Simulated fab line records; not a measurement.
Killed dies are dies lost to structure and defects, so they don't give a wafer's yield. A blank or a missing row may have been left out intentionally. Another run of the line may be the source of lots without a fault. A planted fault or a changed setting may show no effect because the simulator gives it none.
2 desks looking at one fault -- flow n5_finfet -- numbers are kept per desk, each desk with only its own; the story behind them comes last

== METROLOGY DESK ==
Lot by lot, what the gauges showed, no matter which tool ran the lot: averages of those sampled wafers that carry a number. The brackets show how far a lot's mean lies from the usual mean; more than 4 standard deviations puts the lot out of limits, marked OUT. Shown here are 7 of its 10 readings, the ones lying furthest out on some lot.
Columns: A = DIBL_N at N5_BEOL_M4_RC_MEAS_101, usual 37.5 mV/V; B = DIBL_P at N5_BEOL_M4_RC_MEAS_101, usual 38 mV/V; C = ION_N at N5_BEOL_M4_RC_MEAS_101, usual 679 uA/um; D = ION_P at N5_BEOL_M4_RC_MEAS_101, usual 465 uA/um; E = SS_N at N5_BEOL_M4_RC_MEAS_101, usual 72.0 mV/dec; F = SS_P at N5_BEOL_M4_RC_MEAS_101, usual 73.7 mV/dec; G = VT_P at N5_BEOL_M4_RC_MEAS_101, usual -249 mV
lot,first seen here,A,B,C,D,E,F,G
L396,day 8 23:47,34.6,34,660,457,70.3,72.7,-251
L399,day 10 21:20,39.0,40,690,471,71.9,74.4,-246
L401,day 11 11:25,35.8,37,692,479,71.7,73.6,-246
L408,day 12 19:22,37.0,36,666,446,72.4,73.6,-254
This desk's verdict: no lot among the 4 shows anything out of limits.

== TOOL OWNER'S DESK, rie_diel-06 ==
The tool's own readings at N5_FIN_CUT_CUT_ETCH_26 (etches SiNx in CH3F/O2, target depth 39 nm, time 55.7 s): means of the sampled wafers that have a number, for each lot that ran on this tool. The brackets show how far a lot's mean lies from the usual mean; more than 4 standard deviations puts the lot out of limits, marked OUT.
Columns: A = drypump_motor_current_A at N5_FIN_CUT_CUT_ETCH_26, usual 5.5 A; B = oes_f_703_au at N5_FIN_CUT_CUT_ETCH_26, usual 0.80 a.u.; C = oes_product_au at N5_FIN_CUT_CUT_ETCH_26, usual 0.80 a.u.; D = rf_fwd_power_W at N5_FIN_CUT_CUT_ETCH_26, usual 391.4 W; E = rf_vpp_V at N5_FIN_CUT_CUT_ETCH_26, usual 303 V; F = showerhead_plenum_p_Torr at N5_FIN_CUT_CUT_ETCH_26, usual 2.02 Torr; G = throttle_valve_pct at N5_FIN_CUT_CUT_ETCH_26, usual 16.37 %
lot,first seen here,A,B,C,D,E,F,G
L396,day 3 10:41,5.6,0.75,0.82,358.9 (-22) OUT,318,2.08,16.20
L399,day 4 05:19,5.6,0.78,0.86,359.9 (-21) OUT,319,2.03,16.24
This desk's finding: out of limits on L396, L399; first on L396, day 3 10:41 (rf_fwd_power_W at N5_FIN_CUT_CUT_ETCH_26). In limits: none.

== BROUGHT TOGETHER ==
The tool owner's desk had the chance to raise an alarm at day 3 10:41 on L396, L399.
From the metrology desk's view, nothing was out of limits.
The metrology desk holds a record of L396, L399, inside its limits.
All the named lots went through N5_FIN_CUT_CUT_ETCH_26 on rie_diel-06.

== WHAT THE SIMULATOR HAD PUT IN ==
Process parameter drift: rie_diel-06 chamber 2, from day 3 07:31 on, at N5_FIN_CUT_CUT_ETCH_26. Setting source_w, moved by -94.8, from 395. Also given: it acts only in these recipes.
Struck lots among those shown: L396, L399.
Delay in hours, fault start to first out-of-limits reading, by desk: the tool owner's desk at 3.
